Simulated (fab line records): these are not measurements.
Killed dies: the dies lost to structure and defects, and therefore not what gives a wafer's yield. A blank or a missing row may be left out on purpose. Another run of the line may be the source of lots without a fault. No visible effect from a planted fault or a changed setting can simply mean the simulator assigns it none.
fab line records	flow n5-finfet
[record] lots = 6	wafers = 18	last-day = 17
route steps=1938 shown BEOL_M2@914 BEOL_M4@1111
lots that met no fault: taken from a fault-free run of the same line
start-h: start of the lot's first displayed wafer, in hours after the record's first day	wait-h: hours from the lot's prior step to this one	" the same as in the row above	L1.1+2: a row that stands for several wafers	- value missing, or start not given	* or withheld: withheld	< > ~ a bound
route shown NAME@n: names a module that has steps shown in the file, with the first one's number in the route	usual: average and standard deviation across the fault-free wafers	same: alike in all rows	chamber/n: place in a boat	sites: each site's reading	_std_site: the standard deviation of these	_edge_site: inner sites' mean taken away from outer sites' mean	radius-mm: for every site, how far away it sits from the centre of the wafer	mask NAME#n: copy n	behind: the last tool/chamber to shape the wafer	hold: reason for holding the lot/hours on hold/outcome of the hold	device: transistor that didn't switch, given as n, p or np	end of line: the same wafers' tests at the end of the route	a step with no rows: only its recipe	killed: dies lost to structure and defects at the first sort, not the wafer's yield	map: a wafer's dies, marking killed ones x, the rest . and places with no die _
set.NAME: the setting that was run; set.NAME@STEP: the one run at that earlier step	model.NAME: the simulator's own value behind a step, which no gauge read
lots seen at some steps along the route; tables by step, rows by wafer
services: from which hour (start-h, from the record's first day; less than 0 if before it) a tool's chamber was out of use, for how many hours, and why
[[steps]]
[step N5_BEOL_M2_SPUTTER_90]
[recipe] material = Cu	target-thk-a = 45	temp-c = -20	chamber-pressure-pa = 0.07	power-w = withheld	time-s = 8.29
[usual] throttle-valve-pct = 29.5/1.2
lot.wafer	tool	chamber	start-h	wait-h	throttle-valve-pct
L694.1	pvd-sputter-03	-	139.56	0.1	31.2
L694.2	"	-	"	"	32.0
L694.3	"	-	"	"	29.3
L697.1	pvd-sputter-01	-	154.84	0.1	28.1
L697.3	"	-	"	"	30.0
L697.6	"	-	"	"	30.4
L699.1	pvd-sputter-03	-	173.16	0.1	31.7
L699.4	"	-	"	"	31.9
L699.6	"	-	"	"	31.1
L709.1	pvd-sputter-01	-	235.62	0.1	30.2
L709.2	"	-	"	"	27.3
L709.3	"	-	"	"	29.2
L714.3	pvd-sputter-03	-	255.18	0.1	31.0
L714.4	"	-	"	"	31.7
L714.5	"	-	"	"	31.7
L717.2	pvd-sputter-01	-	282.40	0.1	27.4
L717.4	"	-	"	"	29.9
L717.6	"	-	"	"	29.5
[step N5_BEOL_M2_ANNEAL_91]
[recipe] temp-c = 400	time-s = 240	ambient = vacuum
[usual] heater-power-w = 820/73
lot.wafer	tool	chamber	start-h	wait-h	heater-power-w
L694.1	pvd-sputter-03	-	139.64	0.0	740
L694.2	"	-	"	"	905
L694.3	"	-	"	"	639
L697.1	pvd-sputter-01	-	154.92	0.0	849
L697.3	"	-	"	"	887
L697.6	"	-	"	"	915
L699.1	pvd-sputter-03	-	173.24	0.0	875
L699.4	"	-	"	"	864
L699.6	"	-	"	"	748
L709.1	pvd-sputter-01	-	235.70	0.0	881
L709.2	"	-	"	"	880
L709.3	"	-	"	"	697
L714.3	pvd-sputter-03	-	255.26	0.0	758
L714.4	"	-	"	"	868
L714.5	"	-	"	"	876
L717.2	pvd-sputter-01	-	282.48	0.0	907
L717.4	"	-	"	"	891
L717.6	"	-	"	"	712
[step N5_BEOL_M2_SPUTTER_92]
[recipe] material = Cu	target-thk-a = 45	temp-c = -20	chamber-pressure-pa = 0.07	power-w = withheld	time-s = 8.29
[step N5_BEOL_M2_ANNEAL_93]
[recipe] temp-c = 400	time-s = 240	ambient = vacuum
[step N5_BEOL_M2_SPUTTER_94]
[recipe] material = Cu	target-thk-a = 45	temp-c = -20	chamber-pressure-pa = 0.07	power-w = withheld	time-s = 8.29
[step N5_BEOL_M2_ANNEAL_95]
[recipe] temp-c = 400	time-s = 240	ambient = vacuum
[step N5_BEOL_M2_SPUTTER_96]
[recipe] material = Cu	target-thk-a = 45	temp-c = -20	chamber-pressure-pa = 0.07	power-w = withheld	time-s = 8.29
[usual] throttle-valve-pct = 29.5/1.2
lot.wafer	tool	chamber	start-h	wait-h	throttle-valve-pct
L694.1	pvd-sputter-03	-	140.22	0.1	31.1
L694.2	"	-	"	"	31.5
L694.3	"	-	"	"	29.5
L697.1	pvd-sputter-01	-	155.50	0.1	27.9
L697.3	"	-	"	"	30.4
L697.6	"	-	"	"	30.1
L699.1	pvd-sputter-03	-	173.82	0.1	31.6
L699.4	"	-	"	"	31.7
L699.6	"	-	"	"	31.0
L709.1	pvd-sputter-01	-	236.28	0.1	30.4
L709.2	"	-	"	"	27.5
L709.3	"	-	"	"	29.1
L714.3	pvd-sputter-03	-	255.84	0.1	31.1
L714.4	"	-	"	"	32.0
L714.5	"	-	"	"	31.7
L717.2	pvd-sputter-01	-	283.06	0.1	27.5
L717.4	"	-	"	"	30.4
L717.6	"	-	"	"	29.4
[step N5_BEOL_M2_ECD_50]
[recipe] material = Cu	target-thk-a = 3000
[step N5_BEOL_M2_ANNEAL_51]
[recipe] temp-c = 225	time-s = 90	ambient = N2
[step N5_BEOL_M2_CMP_52]
[recipe] stop-on = SiOC	t-overpolish-s = 6.8	down-force-psi = 1	platen-rpm = 50	clearing-platen-down-force-psi = 1.5	clearing-platen-rpm = 50	post-cmp-clean = cu-alkaline	target-thk-nm = 40	clearing-platen-pad-velocity-m-s = 0.99484	pad-velocity-m-s = 0.99484
[usual] barrier-field-endpoint-s = 24.6/0.66	clearing-platen-down-force-psi = 1.500/0.003	edge-zone-pressure-frac = 1.000/0.0052	motor-current-A = 6.0/0.91	overpolish-run-s = 6.801/0.0092	time-to-endpoint-s = 62/3.4
lot.wafer	tool	chamber	start-h	wait-h	barrier-field-endpoint-s	clearing-platen-down-force-psi	edge-zone-pressure-frac	motor-current-A	overpolish-run-s	time-to-endpoint-s
L694.1	cmp-03	1	140.82	0.3	24.0	1.496	1.001	5.3	6.801	60
L694.3	"	3	"	"	24.9	1.504	1.014	5.5	6.811	62
L694.2	"	0	"	"	24.0	1.498	0.998	6.2	6.792	63
L697.1	cmp-02	3	156.07	0.3	23.7	1.502	1.000	5.3	6.798	60
L697.3	"	0	"	"	24.2	1.497	0.994	5.8	6.819	66
L697.6	"	2	"	"	24.0	1.498	0.992	6.7	6.799	56
L699.4	cmp-03	1	174.65	0.2	25.7	1.502	1.004	5.4	6.820	66
L699.1	"	2	"	"	25.5	1.498	1.002	6.6	6.815	66
L699.6	"	3	"	"	25.0	1.502	0.996	5.3	6.801	67
L709.1	cmp-03	0	236.95	0.3	24.4	1.497	1.001	6.1	6.792	61
L709.3	"	1	"	"	24.1	1.502	1.005	5.3	6.809	62
L709.2	"	3	"	"	25.4	1.501	0.998	5.3	6.811	67
L714.3	cmp-02	0	256.46	0.2	24.8	1.495	1.000	5.7	6.809	65
L714.4	"	1	"	"	25.1	1.503	1.002	5.3	6.817	60
L714.5	"	3	"	"	25.2	1.499	1.009	5.2	6.814	64
L717.2	cmp-02	2	283.55	0.2	25.1	1.501	0.999	6.5	6.801	60
L717.4	"	1	"	"	24.6	1.499	1.005	5.5	6.798	59
L717.6	"	3	"	"	24.9	1.502	1.011	5.1	6.798	60
[step N5_BEOL_M2_THK_MEAS_53]
[recipe] thk-meas-gauge = xrf	reads = Cu_of_BEOL_M2_ECD_50
[usual] M2_THK = 38.3/1.3
lot.wafer	tool	chamber	start-h	wait-h	M2_THK[nm]
L694.1	film-metro-01	-	141.12	-	38.6
L694.2	"	-	"	"	38.7
L694.3	"	-	"	"	38.8
L697.1	film-metro-02	-	156.28	-	36.6
L697.3	"	-	"	"	39.9
L697.6	"	-	"	"	37.7
L699.1	film-metro-01	-	174.87	-	38.7
L699.4	"	-	"	"	38.7
L699.6	"	-	"	"	39.0
L709.1	film-metro-02	-	237.24	-	37.8
L709.2	"	-	"	"	39.3
L709.3	"	-	"	"	37.7
L714.3	film-metro-02	-	256.68	-	39.9
L714.4	"	-	"	"	37.6
L714.5	"	-	"	"	38.8
L717.2	film-metro-01	-	283.85	-	36.0
L717.4	"	-	"	"	37.9
L717.6	"	-	"	"	40.1
[step N5_BEOL_M2_PRE_CLEAN_60]
[recipe] gas = NH3/H2	time-s = 15	temp-c = *	rf-power-w = 300
[usual] heater-power-w = 82/18
lot.wafer	tool	chamber	start-h	wait-h	heater-power-w
L694.1	cvd-co-01	2	141.15	0.0	86
L694.2	"	1	"	"	113
L694.3	"	0	"	"	83
L697.1	cvd-co-01	1	156.32	0.0	116
L697.3	"	2	"	"	89
L697.6	"	1	"	"	113
L699.1	cvd-co-01	2	174.91	0.0	91
L699.4	"	1	"	"	116
L699.6	"	0	"	"	84
L709.1	cvd-co-02	1	237.28	0.0	53
L709.2	"	2	"	"	84
L709.3	"	0	"	"	86
L714.3	cvd-co-01	2	256.72	0.0	88
L714.4	"	1	"	"	113
L714.5	"	0	"	"	85
L717.2	cvd-co-02	2	283.88	0.0	85
L717.4	"	1	"	"	52
L717.6	"	0	"	"	88
[step N5_BEOL_M2_CO_CAP_55]
[recipe] material = Co	target-thk-a = 20	temp-c = 200	precursor = CCTBA/H2	pressure-torr = 30	time-s = 102.1
[usual] heater-power-w = 233/23	run-length-s = 124.9/0.59
lot.wafer	tool	chamber	start-h	wait-h	heater-power-w	run-length-s	model.Co_of_BEOL_M2_CO_CAP_55.thk-nm
L694.1	cvd-co-01	2	141.19	0.0	240	125.5	2.2
L694.2	"	1	"	"	268	124.7	2
L694.3	"	0	"	"	233	126.1	2
L697.1	cvd-co-01	1	156.36	0.0	272	124.6	2.4
L697.3	"	2	"	"	242	79.9	1.4
L697.6	"	1	"	"	272	124.8	2.2
L699.1	cvd-co-01	2	174.95	0.0	241	79.6	1
L699.4	"	1	"	"	269	125.6	2
L699.6	"	0	"	"	242	126.2	2
L709.1	cvd-co-02	1	237.32	0.0	194	124.7	2
L709.2	"	2	"	"	240	124.4	1.8
L709.3	"	0	"	"	243	124.3	2
L714.3	cvd-co-01	2	256.76	0.0	245	125.8	2.2
L714.4	"	1	"	"	272	124.8	2
L714.5	"	0	"	"	232	126.2	2
L717.2	cvd-co-02	2	283.92	0.0	234	124.3	2
L717.4	"	1	"	"	193	125.0	1.8
L717.6	"	0	"	"	237	124.3	2.2
[step N5_BEOL_M2_PRE_CLEAN_56]
[recipe] gas = NH3	time-s = 15	temp-c = withheld	rf-power-w = 300
[step N5_BEOL_M4_RC_MEAS_101]
[usual] DIBL_N = 36.1/1.5	DIBL_P = 36.1/1.9	IOFF_N = 0.159/0.029	IOFF_P = 0.21/0.038	ION_N = 675/11	ION_P = 464/8.1	SS_N = 71.5/0.57	SS_P = 73.3/0.64	VT_N = 249/3.1	VT_P = -250/3.8
lot.wafer	tool	chamber	start-h	wait-h	DIBL_N[mV/V]	DIBL_P[mV/V]	IOFF_N[nA/um]	IOFF_P[nA/um]	ION_N[uA/um]	ION_P[uA/um]	SS_N[mV/dec]	SS_P[mV/dec]	VT_N[mV]	VT_P[mV]
L694.1	prober-01	0	158.44	0.0	37.8	38.6	0.157	0.23	676	466	71.5	74.0	250	-252
L694.2	"	0	"	"	36.6	37.6	0.131	0.21	669	459	71.9	72.8	253	-250
L694.3	"	0	"	"	36.5	37.0	0.133	0.21	671	466	71.6	72.8	252	-250
L697.1	prober-01	0	177.38	0.0	39.6	37.8	0.197	0.25	674	466	72.4	73.6	247	-246
L697.3	"	0	"	"	38.7	38.8	0.193	0.27	679	469	71.7	73.3	247	-245
L697.6	"	0	"	"	35.5	33.8	0.126	0.18	653	450	71.8	72.7	254	-250
L699.1	prober-01	0	194.50	0.0	34.2	33.8	0.128	0.17	677	464	70.9	72.9	250	-252
L699.4	"	0	"	"	33.7	32.9	0.117	0.17	657	451	71.3	72.1	254	-253
L699.6	"	0	"	"	34.5	35.0	0.151	0.21	686	471	71.1	73.0	251	-249
L709.1	prober-01	0	255.01	0.0	36.6	35.9	0.169	0.20	678	454	71.3	73.2	247	-255
L709.2	"	0	"	"	34.8	34.1	0.151	0.19	678	463	70.5	73.4	251	-252
L709.3	"	0	"	"	37.9	37.3	0.196	0.24	688	465	71.3	73.2	249	-250
L714.3	prober-01	0	281.61	0.3	36.0	36.2	0.162	0.25	686	475	71.7	72.9	249	-242
L714.4	"	0	"	"	34.5	34.2	0.131	0.21	674	467	71.0	71.9	248	-245
L714.5	"	0	"	"	35.5	35.1	0.150	0.23	684	477	72.2	73.2	251	-246
L717.2	prober-01	0	321.60	0.2	36.2	37.9	0.192	0.27	679	475	71.6	74.0	246	-244
L717.4	"	0	"	"	34.7	35.0	0.153	0.21	683	473	71.3	73.3	249	-250
L717.6	"	0	"	"	36.2	36.5	0.183	0.23	682	463	71.3	74.1	248	-248
[[services]]
tool	chamber	start-h	hours	kind
cvd-co-01	-	133.27	2.8	pm
cmp-03	-	133.43	6.7	pm
cmp-03	-	178.06	4.0	pm
cmp-03	-	182.06	-	consumable-replace:conditioner
cmp-03	-	182.06	-	consumable-replace:pad
cmp-02	-	196.25	2.8	repair
cmp-02	-	258.45	4.3	repair
cmp-02	-	267.14	0.2	repair
[[key]]
[first-sign] step = N5_BEOL_M2_CO_CAP_55	reading = run-length-s	direction = down	sigmas = 77	usual = *	struck = *
effect none on later readings
[model-effect] step = N5_BEOL_M2_CO_CAP_55	value = Co_of_BEOL_M2_CO_CAP_55.thk-nm	without = 2.1	struck = 1.2
met-at N5_BEOL_M2_CO_CAP_55
struck-wafers L697.3,L699.1
onset-between 141.19 156.36
[fault] kind = process-parameter-drift	tool = cvd-co-01	chamber = 2	onset-h = 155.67	steps = N5_BEOL_M2_CO_CAP_55	channel = time-s	offset = *	shape = step	end-h = 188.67	acts-in = *	stated = *
